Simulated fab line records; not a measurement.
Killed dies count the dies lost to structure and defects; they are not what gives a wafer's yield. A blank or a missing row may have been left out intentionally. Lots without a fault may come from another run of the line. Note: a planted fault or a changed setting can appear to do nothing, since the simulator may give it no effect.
What tool caused it? | flow nandHarc | 69 wafers from 23 lots sampled at 6 of the route's 1302 steps

== WHAT EACH GAUGE READ, for each wafer ==
No reading from a measuring or inspecting step in the record can be judged against a usual standard deviation.

== EACH LOT AND THE TOOL THAT RAN IT (in order: tool; ch and the chambers of the sampled wafers; start) ==
lot  | NHARC_A_STAIRCASE_TRIM_191                   | NHARC_A_STAIRCASE_ETCH_203                   | NHARC_A_STAIRCASE_TRIM_229        | NHARC_A_STAIRCASE_TRIM_231                   | NHARC_A_STAIRCASE_ETCH_236                   | NHARC_A_STAIRCASE_DESCUM_270
L074 | rieDiel-08 ch 1,2,3, day 16 00:10 or earlier | rieDiel-01 ch 0,1,3, day 16 00:10 or earlier | rieDiel-10 ch 0,1,2, day 16 00:10 | rieDiel-10 ch 0,2,3, day 16 06:37 or earlier | rieDiel-10 ch 1,2,3, day 16 06:37 or earlier | rieDiel-08 ch 1,2,3, day 16 06:37
L075 | rieDiel-10 ch 1,2,3, day 16 09:23 or earlier | rieDiel-01 ch 0,3, day 16 09:23 or earlier   | rieDiel-08 ch 2,3, day 16 09:23   | rieDiel-08 ch 0,1,2, day 16 16:56 or earlier | rieDiel-08 ch 2,3, day 16 16:56 or earlier   | rieDiel-01 ch 0,1,2, day 16 16:56
L076 | rieDiel-01 ch 1,2, day 16 12:26 or earlier   | rieDiel-01 ch 0,1, day 16 12:26 or earlier   | rieDiel-01 ch 0,1, day 16 12:26   | rieDiel-01 ch 1,2,3, day 16 20:42 or earlier | rieDiel-01 ch 0,3, day 16 20:42 or earlier   | rieDiel-01 ch 1,2, day 16 20:42
L077 | rieDiel-10 ch 1,2, day 17 05:41 or earlier   | rieDiel-10 ch 0,2, day 17 05:41 or earlier   | rieDiel-10 ch 0,3, day 17 05:41   | rieDiel-10 ch 0,2,3, day 17 14:42 or earlier | rieDiel-10 ch 0,3, day 17 14:42 or earlier   | rieDiel-08 ch 0,2, day 17 14:42
L078 | rieDiel-10 ch 1,3, day 17 12:06 or earlier   | rieDiel-10 ch 0,1,3, day 17 12:06 or earlier | rieDiel-01 ch 1,2, day 17 12:06   | rieDiel-01 ch 1,3, day 17 18:59 or earlier   | rieDiel-01 ch 0,2,3, day 17 18:59 or earlier | rieDiel-08 ch 2,3, day 17 18:59
L079 | rieDiel-10 ch 1,2,3, day 17 13:07 or earlier | rieDiel-10 ch 0,2,3, day 17 13:07 or earlier | rieDiel-10 ch 0,3, day 17 13:07   | rieDiel-10 ch 0,3, day 17 20:03 or earlier   | rieDiel-10 ch 2,3, day 17 20:03 or earlier   | rieDiel-01 ch 1,2,3, day 17 20:03
L080 | rieDiel-08 ch 0,3, day 18 08:19 or earlier   | rieDiel-08 ch 0,1,3, day 18 08:19 or earlier | rieDiel-01 ch 2,3, day 18 08:19   | rieDiel-01 ch 0,1,3, day 18 14:32 or earlier | rieDiel-01 ch 0,2, day 18 14:32 or earlier   | rieDiel-08 ch 0,2,3, day 18 14:32
L081 | rieDiel-10 ch 0,1, day 18 09:14 or earlier   | rieDiel-10 ch 0,1, day 18 09:14 or earlier   | rieDiel-10 ch 0,2, day 18 09:14   | rieDiel-10 ch 0,1,2, day 18 16:30 or earlier | rieDiel-10 ch 0,1, day 18 16:30 or earlier   | rieDiel-08 ch 0,2,3, day 18 16:30
L083 | rieDiel-10 ch 0,1,2, day 19 10:41 or earlier | rieDiel-08 ch 0,2,3, day 19 10:41 or earlier | rieDiel-10 ch 0,2,3, day 19 10:41 | rieDiel-10 ch 0,1,2, day 19 19:20 or earlier | rieDiel-10 ch 0,1,2, day 19 19:20 or earlier | rieDiel-10 ch 0,1,3, day 19 19:20
L082 | rieDiel-01 ch 0,1,2, day 19 14:41 or earlier | rieDiel-08 ch 0,1,3, day 19 14:41 or earlier | rieDiel-10 ch 0,1,2, day 19 14:41 | rieDiel-10 ch 0,1,3, day 19 22:33 or earlier | rieDiel-10 ch 0,3, day 19 22:33 or earlier   | rieDiel-10 ch 2,3, day 19 22:33
L085 | rieDiel-10 ch 1,2, day 20 09:17 or earlier   | rieDiel-08 ch 0,3, day 20 09:17 or earlier   | rieDiel-01 ch 0,1, day 20 09:17   | rieDiel-01 ch 0,2,3, day 20 15:42 or earlier | rieDiel-01 ch 0,1,3, day 20 15:42 or earlier | rieDiel-01 ch 2,3, day 20 15:42
L084 | rieDiel-08 ch 2,3, day 20 09:25 or earlier   | rieDiel-01 ch 0,3, day 20 09:25 or earlier   | rieDiel-10 ch 0,1, day 20 09:25   | rieDiel-10 ch 2,3, day 20 15:59 or earlier   | rieDiel-10 ch 0,1,3, day 20 15:59 or earlier | rieDiel-10 ch 2,3, day 20 15:59
L086 | rieDiel-08 ch 2,3, day 21 06:51 or earlier   | rieDiel-08 ch 1,2,3, day 21 06:51 or earlier | rieDiel-01 ch 2,3, day 21 06:51   | rieDiel-01 ch 1,2, day 21 15:32 or earlier   | rieDiel-01 ch 2,3, day 21 15:32 or earlier   | rieDiel-01 ch 0,2,3, day 21 15:32
L087 | rieDiel-01 ch 1,2, day 21 07:07 or earlier   | rieDiel-01 ch 1,3, day 21 07:07 or earlier   | rieDiel-10 ch 0,3, day 21 07:07   | rieDiel-10 ch 1,2, day 21 17:25 or earlier   | rieDiel-10 ch 0,1,3, day 21 17:25 or earlier | rieDiel-08 ch 0,1,3, day 21 17:25
L088 | rieDiel-08 ch 2,3, day 22 07:28 or earlier   | rieDiel-08 ch 0,1, day 22 07:28 or earlier   | rieDiel-08 ch 0,3, day 22 07:28   | rieDiel-08 ch 0,1,3, day 22 13:52 or earlier | rieDiel-08 ch 0,1,2, day 22 13:52 or earlier | rieDiel-01 ch 0,2,3, day 22 13:52
L089 | rieDiel-10 ch 0,1,2, day 22 10:56 or earlier | rieDiel-10 ch 1,3, day 22 10:56 or earlier   | rieDiel-08 ch 0,1,2, day 22 10:56 | rieDiel-08 ch 0,3, day 22 17:08 or earlier   | rieDiel-08 ch 0,3, day 22 17:08 or earlier   | rieDiel-10 ch 1,2,3, day 22 17:08
L091 | rieDiel-01 ch 1,3, day 22 17:29 or earlier   | rieDiel-08 ch 0,2, day 22 17:29 or earlier   | rieDiel-01 ch 1,2, day 22 17:29   | rieDiel-01 ch 0,2, day 23 00:58 or earlier   | rieDiel-01 ch 0,2,3, day 23 00:58 or earlier | rieDiel-08 ch 0,1,3, day 23 00:58
L090 | rieDiel-10 ch 0,1,3, day 22 17:52 or earlier | rieDiel-10 ch 2,3, day 22 17:52 or earlier   | rieDiel-08 ch 2,3, day 22 17:52   | rieDiel-08 ch 0,1,3, day 23 02:36 or earlier | rieDiel-08 ch 0,1,3, day 23 02:36 or earlier | rieDiel-08 ch 0,3, day 23 02:36
L093 | rieDiel-01 ch 0,3, day 24 08:07 or earlier   | rieDiel-01 ch 0,1, day 24 08:07 or earlier   | rieDiel-10 ch 1,2, day 24 08:07   | rieDiel-10 ch 2,3, day 24 15:08 or earlier   | rieDiel-10 ch 0,1, day 24 15:08 or earlier   | rieDiel-10 ch 1,2,3, day 24 15:08
L095 | rieDiel-10 ch 0,2,3, day 24 09:31 or earlier | rieDiel-01 ch 0,1, day 24 09:31 or earlier   | rieDiel-08 ch 0,1, day 24 09:31   | rieDiel-08 ch 0,1, day 24 16:58 or earlier   | rieDiel-08 ch 0,1,2, day 24 16:58 or earlier | rieDiel-01 ch 0,1,2, day 24 16:58
L094 | rieDiel-10 ch 0,1,3, day 24 10:10 or earlier | rieDiel-10 ch 0,1, day 24 10:10 or earlier   | rieDiel-10 ch 1,2,3, day 24 10:10 | rieDiel-10 ch 0,2, day 24 19:45 or earlier   | rieDiel-10 ch 0,1, day 24 19:45 or earlier   | rieDiel-01 ch 0,2, day 24 19:45
L096 | rieDiel-10 ch 0,2,3, day 25 02:12 or earlier | rieDiel-10 ch 0,1,2, day 25 02:12 or earlier | rieDiel-01 ch 1,2,3, day 25 02:12 | rieDiel-01 ch 0,1,2, day 25 12:05 or earlier | rieDiel-01 ch 0,1,3, day 25 12:05 or earlier | rieDiel-01 ch 0,1,3, day 25 12:05
L097 | rieDiel-08 ch 0,1,3, day 25 19:32 or earlier | rieDiel-08 ch 0,1,3, day 25 19:32 or earlier | rieDiel-08 ch 0,1,2, day 25 19:32 | rieDiel-08 ch 0,1,2, day 26 04:42 or earlier | rieDiel-08 ch 0,1,2, day 26 04:42 or earlier | rieDiel-01 ch 0,1,3, day 26 04:42
- NHARC_A_STAIRCASE_TRIM_191: chemistry O2, time 211.2 s.
- NHARC_A_STAIRCASE_ETCH_203: etches the open film in C4F8/O2, target depth 100 nm, time 40.5 s.
- NHARC_A_STAIRCASE_TRIM_229: chemistry O2, time 211.2 s.
- NHARC_A_STAIRCASE_TRIM_231: chemistry O2, time 211.2 s.
- NHARC_A_STAIRCASE_ETCH_236: etches the open film in C4F8/O2, target depth 100 nm, time 40.5 s.
- NHARC_A_STAIRCASE_DESCUM_270: chemistry O2, time 3 s.

== WHAT THE TOOLS THEMSELVES READ (means of the sampled wafers that have a number; where no wafer has one, the mark that the record gives instead) ==
NHARC_A_STAIRCASE_TRIM_191. Usual: drypumpMotorCurrentA 5.71 A, standard deviation 0.28; oesProductAu 1.000 a.u., standard deviation 0.0084; rfVppV 57.6 V, standard deviation 0.88; showerheadPlenumPTorr 3.50 Torr, standard deviation 0.15; throttleValvePct 17.036 %, standard deviation 0.0098.
lot  | tool       | drypumpMotorCurrentA (A) | oesProductAu (a.u.) | rfVppV (V) | showerheadPlenumPTorr (Torr) | throttleValvePct (%) | flag
L074 | rieDiel-08 | 5.74                     | 0.996               | 57.6       | 3.53                         | 17.039               | 
L075 | rieDiel-10 | 5.60                     | 1.005               | 57.4       | 3.46                         | 17.033               | 
L076 | rieDiel-01 | 6.11                     | 0.999               | 57.3       | 3.45                         | 17.039               | 
L077 | rieDiel-10 | 5.33                     | 1.004               | 56.5       | 3.46                         | 17.027               | 
L078 | rieDiel-10 | 5.88                     | 1.001               | 57.5       | 3.45                         | 17.033               | 
L079 | rieDiel-10 | 5.59                     | 0.998               | 57.1       | 3.46                         | 17.031               | 
L080 | rieDiel-08 | 5.82                     | 0.988               | 57.9       | 3.34                         | 17.030               | 
L081 | rieDiel-10 | 5.72                     | 0.997               | 57.5       | 3.35                         | 17.044               | 
L083 | rieDiel-10 | 5.54                     | 1.006               | 58.5       | 3.61                         | 17.031               | 
L082 | rieDiel-01 | 5.91                     | 0.995               | 57.4       | 3.43                         | 17.027               | 
L085 | rieDiel-10 | 5.46                     | 1.003               | 57.6       | 3.71                         | 17.044               | 
L084 | rieDiel-08 | 5.91                     | 0.997               | 58.2       | 3.41                         | 17.039               | 
L086 | rieDiel-08 | 5.89                     | 1.013               | 56.9       | 3.38                         | 17.034               | 
L087 | rieDiel-01 | 6.12                     | 0.998               | 57.3       | 3.39                         | 17.043               | 
L088 | rieDiel-08 | 5.92                     | 1.007               | 57.7       | 3.40                         | 17.040               | 
L089 | rieDiel-10 | 5.54                     | 1.000               | 57.5       | 3.60                         | 17.039               | 
L091 | rieDiel-01 | 5.80                     | 1.005               | 57.6       | 3.40                         | 17.032               | 
L090 | rieDiel-10 | 5.81                     | 1.001               | 57.6       | 3.59                         | 17.040               | 
L093 | rieDiel-01 | 5.55                     | 0.992               | 56.9       | 3.41                         | 17.038               | 
L095 | rieDiel-10 | 5.68                     | 1.000               | 58.1       | 3.50                         | 17.036               | 
L094 | rieDiel-10 | 5.82                     | 0.996               | 58.1       | 3.58                         | 17.031               | 
L096 | rieDiel-10 | 5.69                     | 1.005               | 57.7       | 3.49                         | 17.035               | 
L097 | rieDiel-08 | 5.74                     | 0.998               | 57.7       | 3.65                         | 17.028               | 

NHARC_A_STAIRCASE_ETCH_203. Usual: oesProductAu 0.943 a.u., standard deviation 0.01; rfVppV 894 V, standard deviation 5.2.
lot  | tool       | oesProductAu (a.u.) | rfVppV (V) | flag
L074 | rieDiel-01 | 0.937               | 894        | 
L075 | rieDiel-01 | 0.944               | 892        | 
L076 | rieDiel-01 | 0.948               | 894        | 
L077 | rieDiel-10 | 0.933               | 896        | 
L078 | rieDiel-10 | 0.942               | 893        | 
L079 | rieDiel-10 | 0.947               | 895        | 
L080 | rieDiel-08 | 0.946               | 894        | 
L081 | rieDiel-10 | 0.944               | 892        | 
L083 | rieDiel-08 | 0.945               | 890        | 
L082 | rieDiel-08 | 0.943               | 895        | 
L085 | rieDiel-08 | 0.952               | 890        | 
L084 | rieDiel-01 | 0.940               | 893        | 
L086 | rieDiel-08 | 0.941               | 895        | 
L087 | rieDiel-01 | 0.942               | 893        | 
L088 | rieDiel-08 | 0.951               | 898        | 
L089 | rieDiel-10 | 0.936               | 900        | 
L091 | rieDiel-08 | 0.944               | 887        | 
L090 | rieDiel-10 | 0.945               | 895        | 
L093 | rieDiel-01 | 0.957               | 893        | 
L095 | rieDiel-01 | 0.939               | 892        | 
L094 | rieDiel-10 | 0.945               | 897        | 
L096 | rieDiel-10 | 0.944               | 899        | 
L097 | rieDiel-08 | 0.943               | 900        | 

NHARC_A_STAIRCASE_TRIM_229. Usual: drypumpMotorCurrentA 5.75 A, standard deviation 0.29; oesProductAu 1.000 a.u., standard deviation 0.0088; rfVppV 57.7 V, standard deviation 0.84; showerheadPlenumPTorr 3.49 Torr, standard deviation 0.14; throttleValvePct 17.037 %, standard deviation 0.0095.
lot  | tool       | drypumpMotorCurrentA (A) | oesProductAu (a.u.) | rfVppV (V) | showerheadPlenumPTorr (Torr) | throttleValvePct (%) | flag
L074 | rieDiel-10 | 5.54                     | 0.996               | 57.9       | 3.44                         | 17.035               | 
L075 | rieDiel-08 | 5.90                     | 0.992               | 57.9       | 3.42                         | 17.032               | 
L076 | rieDiel-01 | 5.70                     | 0.999               | 58.8       | 3.47                         | 17.038               | 
L077 | rieDiel-10 | 5.96                     | 1.013               | 58.0       | 3.52                         | 17.035               | 
L078 | rieDiel-01 | 6.11                     | 1.003               | 57.3       | 3.41                         | 17.041               | 
L079 | rieDiel-10 | 5.96                     | 1.004               | 57.2       | 3.52                         | 17.044               | 
L080 | rieDiel-01 | 5.97                     | 0.992               | 57.4       | 3.38                         | 17.034               | 
L081 | rieDiel-10 | 5.61                     | 0.999               | 57.9       | 3.50                         | 17.046               | 
L083 | rieDiel-10 | 5.69                     | 1.006               | 58.1       | 3.52                         | 17.037               | 
L082 | rieDiel-10 | 5.55                     | 0.997               | 57.8       | 3.61                         | 17.041               | 
L085 | rieDiel-01 | 5.90                     | 0.991               | 57.2       | 3.45                         | 17.032               | 
L084 | rieDiel-10 | 5.70                     | 0.998               | 57.7       | 3.69                         | 17.032               | 
L086 | rieDiel-01 | 5.83                     | 1.002               | 56.5       | 3.38                         | 17.037               | 
L087 | rieDiel-10 | 5.88                     | 0.998               | 57.5       | 3.49                         | 17.031               | 
L088 | rieDiel-08 | 5.86                     | 0.999               | 58.4       | 3.38                         | 17.027               | 
L089 | rieDiel-08 | 5.70                     | 1.009               | 57.7       | 3.45                         | 17.036               | 
L091 | rieDiel-01 | 6.10                     | 1.004               | 57.6       | 3.42                         | 17.027               | 
L090 | rieDiel-08 | 5.91                     | 1.001               | 57.4       | 3.40                         | 17.038               | 
L093 | rieDiel-10 | 5.36                     | 1.001               | 57.4       | 3.61                         | 17.041               | 
L095 | rieDiel-08 | 5.59                     | 1.007               | 57.7       | 3.76                         | 17.041               | 
L094 | rieDiel-10 | 5.62                     | 1.000               | 57.7       | 3.60                         | 17.034               | 
L096 | rieDiel-01 | 5.96                     | 0.990               | 57.6       | 3.39                         | 17.031               | 
L097 | rieDiel-08 | 5.70                     | 0.995               | 58.1       | 3.62                         | 17.044               | 

NHARC_A_STAIRCASE_TRIM_231. Usual: drypumpMotorCurrentA 5.76 A, standard deviation 0.29; oesProductAu 1.001 a.u., standard deviation 0.0097; rfVppV 57.5 V, standard deviation 0.82; showerheadPlenumPTorr 3.49 Torr, standard deviation 0.14; throttleValvePct 17.035 %, standard deviation 0.0088.
lot  | tool       | drypumpMotorCurrentA (A) | oesProductAu (a.u.) | rfVppV (V) | showerheadPlenumPTorr (Torr) | throttleValvePct (%) | flag
L074 | rieDiel-10 | 5.68                     | 1.012               | 57.3       | 3.53                         | 17.037               | 
L075 | rieDiel-08 | 5.69                     | 0.993               | 57.7       | 3.48                         | 17.037               | 
L076 | rieDiel-01 | 5.98                     | 0.999               | 57.5       | 3.42                         | 17.034               | 
L077 | rieDiel-10 | 5.67                     | 0.999               | 58.2       | 3.53                         | 17.040               | 
L078 | rieDiel-01 | 5.93                     | 1.004               | 57.2       | 3.45                         | 17.042               | 
L079 | rieDiel-10 | 5.90                     | 1.002               | 57.9       | 3.51                         | 17.036               | 
L080 | rieDiel-01 | 5.75                     | 0.990               | 58.0       | 3.44                         | 17.044               | 
L081 | rieDiel-10 | 5.55                     | 0.989               | 57.1       | 3.43                         | 17.034               | 
L083 | rieDiel-10 | 5.55                     | 1.005               | 57.4       | 3.61                         | 17.042               | 
L082 | rieDiel-10 | 5.81                     | 1.006               | 57.8       | 3.60                         | 17.033               | 
L085 | rieDiel-01 | 5.76                     | 0.997               | 56.7       | 3.40                         | 17.037               | 
L084 | rieDiel-10 | 5.48                     | 1.007               | 57.5       | 3.53                         | 17.037               | 
L086 | rieDiel-01 | 6.13                     | 1.000               | 57.4       | 3.39                         | 17.028               | 
L087 | rieDiel-10 | 5.33                     | 1.001               | 58.2       | 3.62                         | 17.034               | 
L088 | rieDiel-08 | 5.73                     | 1.011               | 57.6       | 3.48                         | 17.039               | 
L089 | rieDiel-08 | 5.87                     | 1.005               | 56.9       | 3.38                         | 17.038               | 
L091 | rieDiel-01 | 5.91                     | 1.000               | 57.1       | 3.38                         | 17.046               | 
L090 | rieDiel-08 | 5.72                     | 1.009               | 57.6       | 3.48                         | 17.027               | 
L093 | rieDiel-10 | 5.46                     | 1.008               | 57.6       | 3.52                         | 17.032               | 
L095 | rieDiel-08 | 5.67                     | 1.006               | 57.5       | 3.79                         | 17.043               | 
L094 | rieDiel-10 | 5.40                     | 1.000               | 58.2       | 3.50                         | 17.027               | 
L096 | rieDiel-01 | 5.90                     | 0.997               | 57.9       | 3.40                         | 17.044               | 
L097 | rieDiel-08 | 5.71                     | 0.992               | 57.7       | 3.62                         | 17.036               | 

NHARC_A_STAIRCASE_ETCH_236. Usual: oesProductAu 0.944 a.u., standard deviation 0.0096; rfVppV 895 V, standard deviation 5.3.
lot  | tool       | oesProductAu (a.u.) | rfVppV (V) | flag
L074 | rieDiel-10 | 0.953               | 893        | 
L075 | rieDiel-08 | 0.952               | 890        | 
L076 | rieDiel-01 | 0.949               | 893        | 
L077 | rieDiel-10 | 0.949               | 896        | 
L078 | rieDiel-01 | 0.939               | 892        | 
L079 | rieDiel-10 | 0.948               | 897        | 
L080 | rieDiel-01 | 0.935               | 892        | 
L081 | rieDiel-10 | 0.940               | 889        | 
L083 | rieDiel-10 | 0.950               | 898        | 
L082 | rieDiel-10 | 0.946               | 896        | 
L085 | rieDiel-01 | 0.941               | 893        | 
L084 | rieDiel-10 | 0.927               | 898        | 
L086 | rieDiel-01 | 0.946               | 891        | 
L087 | rieDiel-10 | 0.945               | 899        | 
L088 | rieDiel-08 | 0.950               | 893        | 
L089 | rieDiel-08 | 0.949               | 891        | 
L091 | rieDiel-01 | 0.954               | 890        | 
L090 | rieDiel-08 | 0.946               | 894        | 
L093 | rieDiel-10 | 0.932               | 901        | 
L095 | rieDiel-08 | 0.947               | 899        | 
L094 | rieDiel-10 | 0.939               | 901        | 
L096 | rieDiel-01 | 0.949               | 891        | 
L097 | rieDiel-08 | 0.939               | 899        | 

NHARC_A_STAIRCASE_DESCUM_270. Usual: drypumpMotorCurrentA 5.74 A, standard deviation 0.27; oesProductAu 1.000 a.u., standard deviation 0.0089; rfVppV 57.6 V, standard deviation 0.91; showerheadPlenumPTorr 1.88 Torr, standard deviation 0.083; throttleValvePct 11.310 %, standard deviation 0.0088.
lot  | tool       | drypumpMotorCurrentA (A) | oesProductAu (a.u.) | rfVppV (V) | showerheadPlenumPTorr (Torr) | throttleValvePct (%) | flag
L074 | rieDiel-08 | 5.75                     | 1.003               | 57.4       | 1.91                         | 11.302               | 
L075 | rieDiel-01 | 5.87                     | 0.993               | 57.5       | 1.86                         | 11.306               | 
L076 | rieDiel-01 | 6.08                     | 0.997               | 57.1       | 1.86                         | 11.311               | 
L077 | rieDiel-08 | 5.80                     | 0.993               | 56.5       | 1.80                         | 11.309               | 
L078 | rieDiel-08 | 5.89                     | 1.001               | 57.0       | 1.85                         | 11.310               | 
L079 | rieDiel-01 | 5.96                     | 1.000               | 57.3       | 1.85                         | 11.306               | 
L080 | rieDiel-08 | 5.83                     | 1.004               | 57.5       | 1.82                         | 11.307               | 
L081 | rieDiel-08 | 5.82                     | 0.993               | 57.1       | 1.82                         | 11.311               | 
L083 | rieDiel-10 | 5.81                     | 1.006               | 58.1       | 1.95                         | 11.300               | 
L082 | rieDiel-10 | 5.47                     | 1.007               | 57.9       | 1.92                         | 11.314               | 
L085 | rieDiel-01 | 5.81                     | 1.008               | 56.8       | 1.83                         | 11.308               | 
L084 | rieDiel-10 | 5.72                     | 1.005               | 58.0       | 1.91                         | 11.315               | 
L086 | rieDiel-01 | 5.76                     | 0.992               | 57.5       | 1.84                         | 11.305               | 
L087 | rieDiel-08 | 5.71                     | 1.007               | 57.2       | 1.89                         | 11.305               | 
L088 | rieDiel-01 | 5.76                     | 1.000               | 57.5       | 1.83                         | 11.314               | 
L089 | rieDiel-10 | 5.59                     | 1.000               | 57.8       | 1.96                         | 11.308               | 
L091 | rieDiel-08 | 5.73                     | 1.002               | 58.2       | 1.89                         | 11.302               | 
L090 | rieDiel-08 | 5.87                     | 0.999               | 56.0       | 1.82                         | 11.315               | 
L093 | rieDiel-10 | 5.58                     | 0.999               | 58.7       | 1.96                         | 11.311               | 
L095 | rieDiel-01 | 5.88                     | 0.999               | 58.0       | 1.84                         | 11.306               | 
L094 | rieDiel-01 | 5.89                     | 1.005               | 58.1       | 1.82                         | 11.309               | 
L096 | rieDiel-01 | 5.75                     | 0.997               | 57.4       | 1.84                         | 11.320               | 
L097 | rieDiel-01 | 5.73                     | 1.005               | 57.0       | 1.84                         | 11.307               | 

== THE ANSWER, worked out from the rows above alone ==
Rule: take the mean of a lot's wafers that have a number; if it is more than 3 standard deviations from the usual mean, the lot is off. A lot without any number at a reading at which 4 lots or more have one is off too. All remaining lots with rows at the step are treated as sound. The gauges are gone through in route order, then the tools' own readings, and for those a lot's mean is taken as printed above. The first step at which some lot is off is used, and at that step the reading that is off furthest; a lot without a number counts as furthest.
No lot is off on any of the readings shown, so nothing can be concluded from this.

== WHAT THE SIMULATOR HAD INSERTED ==
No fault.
